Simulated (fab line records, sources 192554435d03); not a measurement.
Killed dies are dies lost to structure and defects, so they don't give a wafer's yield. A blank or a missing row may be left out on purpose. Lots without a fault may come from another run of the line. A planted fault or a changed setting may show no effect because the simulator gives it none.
Chamber matching | flow n5_finfet | N5_BEOL_M11_ETCH_61 on rie_diel-06: 4 sister chambers
The step etches SiARC in CF4, target depth 39 nm, time 65 s. 20 wafers are shown with their chamber, then 10 later ones without.

WAFERS WITH THEIR CHAMBER
wafer  | chamber | drypump_motor_current_A (A) | showerhead_plenum_p_Torr (Torr) | throttle_valve_pct (%)
L074.2 | 3       | 6.3                         | 2.03                            | 15.44
L074.3 | 2       | 5.5                         | 2.06                            | 15.88
L074.6 | 0       | 5.5                         | 2.21                            | 16.16
L077.2 | 2       | 5.5                         | 2.06                            | 15.87
L077.4 | 1       | 5.9                         | 2.06                            | 15.85
L077.6 | 1       | 5.9                         | 2.06                            | 15.85
L081.2 | 0       | 5.5                         | 2.20                            | 16.20
L081.5 | 0       | 5.5                         | 2.20                            | 16.20
L081.6 | 3       | 6.3                         | 2.03                            | 15.47
L086.3 | 2       | 5.4                         | 2.05                            | 15.91
L086.4 | 0       | 5.5                         | 2.20                            | 16.21
L086.5 | 0       | 5.5                         | 2.20                            | 16.20
L090.1 | 2       | 5.4                         | 2.05                            | 15.92
L090.3 | 1       | 5.9                         | 2.05                            | 15.89
L090.4 | 2       | 5.4                         | 2.05                            | 15.94
L091.2 | 3       | 6.4                         | 2.02                            | 15.49
L091.3 | 2       | 5.4                         | 2.05                            | 15.94
L091.6 | 2       | 5.4                         | 2.05                            | 15.93
L094.1 | 2       | 5.4                         | 2.04                            | 15.94
L094.2 | 1       | 5.9                         | 2.05                            | 15.92

SIGNATURES (means of the wafers above)
reading                  | chamber 0 | chamber 1 | chamber 2 | chamber 3 | scatter within a chamber
drypump_motor_current_A  | 5.500     | 5.900     | 5.425     | 6.333     | 0.0368
showerhead_plenum_p_Torr | 2.2020    | 2.0550    | 2.0513    | 2.0267    | 0.00578
throttle_valve_pct       | 16.1940   | 15.8775   | 15.9162   | 15.4667   | 0.027
Rule: a wafer's distance from a chamber is the root of the sum, over the readings, of the square of ((its reading less the chamber's mean) divided by the reading's scatter). The wafer belongs to the nearest chamber; if the next one is less than 2 further off, it can't be placed. The scatter: the root of (the sum of the squares of (reading less its chamber's mean) over the shown wafers, divided by (wafers less chambers)).

WAFERS WITHOUT THEIR CHAMBER
wafer  | drypump_motor_current_A (A) | showerhead_plenum_p_Torr (Torr) | throttle_valve_pct (%)
L094.4 | 5.9                         | 2.05                            | 15.92
L093.1 | 5.5                         | 2.20                            | 15.75
L093.3 | 5.5                         | 2.04                            | 15.93
L093.5 | 5.9                         | 2.04                            | 15.92
L097.4 | 5.9                         | 2.04                            | 15.93
L097.5 | 5.5                         | 2.04                            | 15.96
L097.6 | 5.5                         | 2.19                            | 15.73
L095.2 | 5.5                         | 2.19                            | 15.72
L095.4 | 5.5                         | 2.19                            | 15.71
L095.6 | 5.9                         | 2.04                            | 15.93

WHICH CHAMBER EACH WENT THROUGH
wafer  | from the rows above | in truth
L094.4 | 1                   | 1
L093.1 | 0                   | 0
L093.3 | 2                   | 2
L093.5 | 1                   | 1
L097.4 | 1                   | 1
L097.5 | 2                   | 2
L097.6 | 0                   | 0
L095.2 | 0                   | 0
L095.4 | 0                   | 0
L095.6 | 1                   | 1
Placed correctly: 10 of 10. Can't be placed from these rows: 0. Placed wrongly: 0.
